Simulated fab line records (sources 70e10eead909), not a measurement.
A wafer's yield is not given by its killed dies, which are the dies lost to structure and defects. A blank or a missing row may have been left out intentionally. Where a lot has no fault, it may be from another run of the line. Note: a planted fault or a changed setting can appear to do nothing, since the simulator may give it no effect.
Chamber matching + flow nand-harc + 3 sister chambers for NHARC_P_CONTACT_ALD_22 on ald-metal-04
The step deposits TiN, target thk 3 nm, pulse time 1 s, ald cycles 150. 18 wafers are shown with their chamber, then 8 later ones without.

WAFERS PAIRED WITH THEIR CHAMBERS
| wafer  | chamber | heater-power-w (W) | precursor-pulse-height-rel |
|--------|---------|--------------------|----------------------------|
| L075.2 | 1       | 1160               | 1.000                      |
| L075.3 | 2       | 1317               | 1.000                      |
| L075.6 | 3       | 992                | 0.996                      |
| L079.1 | 3       | 991                | 0.983                      |
| L079.3 | 2       | 1303               | 0.989                      |
| L079.6 | 2       | 1314               | 1.000                      |
| L082.1 | 2       | 1322               | 1.006                      |
| L082.2 | 1       | 1150               | 1.027                      |
| L082.3 | 3       | 1004               | 1.001                      |
| L082.4 | 3       | 1012               | 1.005                      |
| L082.5 | 2       | 1300               | 1.010                      |
| L082.6 | 1       | 1158               | 1.049                      |
| L086.1 | 2       | 1283               | 0.979                      |
| L086.4 | 1       | 1187               | 0.996                      |
| L086.5 | 3       | 997                | 0.997                      |
| L089.3 | 3       | 1017               | 1.003                      |
| L089.4 | 2       | 1336               | 1.004                      |
| L089.5 | 3       | 1031               | 0.969                      |

SIGNATURES (means of the wafers above)
| reading                    | chamber 1 | chamber 2 | chamber 3 | scatter within a chamber |
|----------------------------|-----------|-----------|-----------|--------------------------|
| heater-power-w             | 1163.75   | 1310.71   | 1006.29   | 16                       |
| precursor-pulse-height-rel | 1.01800   | 0.99829   | 0.99343   | 0.0154                   |
Rule: for each reading, subtract the chamber's mean from the wafer's reading, divide by that reading's scatter and square the result; add these up over the readings and take the root, which gives the wafer's distance from the chamber. If the next closest chamber is less than 2 further off than the closest, the wafer can't be placed; otherwise it belongs to the closest. The scatter: take each reading less its chamber's mean, square it, sum over the shown wafers, divide by the number of wafers less the number of chambers, and take the root.

WAFERS WITH NO CHAMBER GIVEN
| wafer  | heater-power-w (W) | precursor-pulse-height-rel |
|--------|--------------------|----------------------------|
| L090.1 | 1325               | 1.016                      |
| L090.5 | 1278               | 0.992                      |
| L090.6 | 992                | 0.961                      |
| L093.2 | 1302               | 0.991                      |
| L093.3 | 1016               | 1.030                      |
| L093.4 | 1203               | 0.986                      |
| L095.3 | 996                | 1.023                      |
| L095.4 | 1223               | 0.996                      |

THE CHAMBER EACH PASSED THROUGH
| wafer  | from the rows above     | in truth |
|--------|-------------------------|----------|
| L090.1 | 2                       | 2        |
| L090.5 | 2                       | 2        |
| L090.6 | 3                       | 3        |
| L093.2 | 2                       | 2        |
| L093.3 | 3                       | 3        |
| L093.4 | 1                       | 1        |
| L095.3 | 3                       | 3        |
| L095.4 | can't be placed: 1 or 2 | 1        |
Correct placement for 7 of the 8. From these rows, 1 cannot be placed; in 1 the true chamber is one of the candidates. Number placed wrongly: 0.
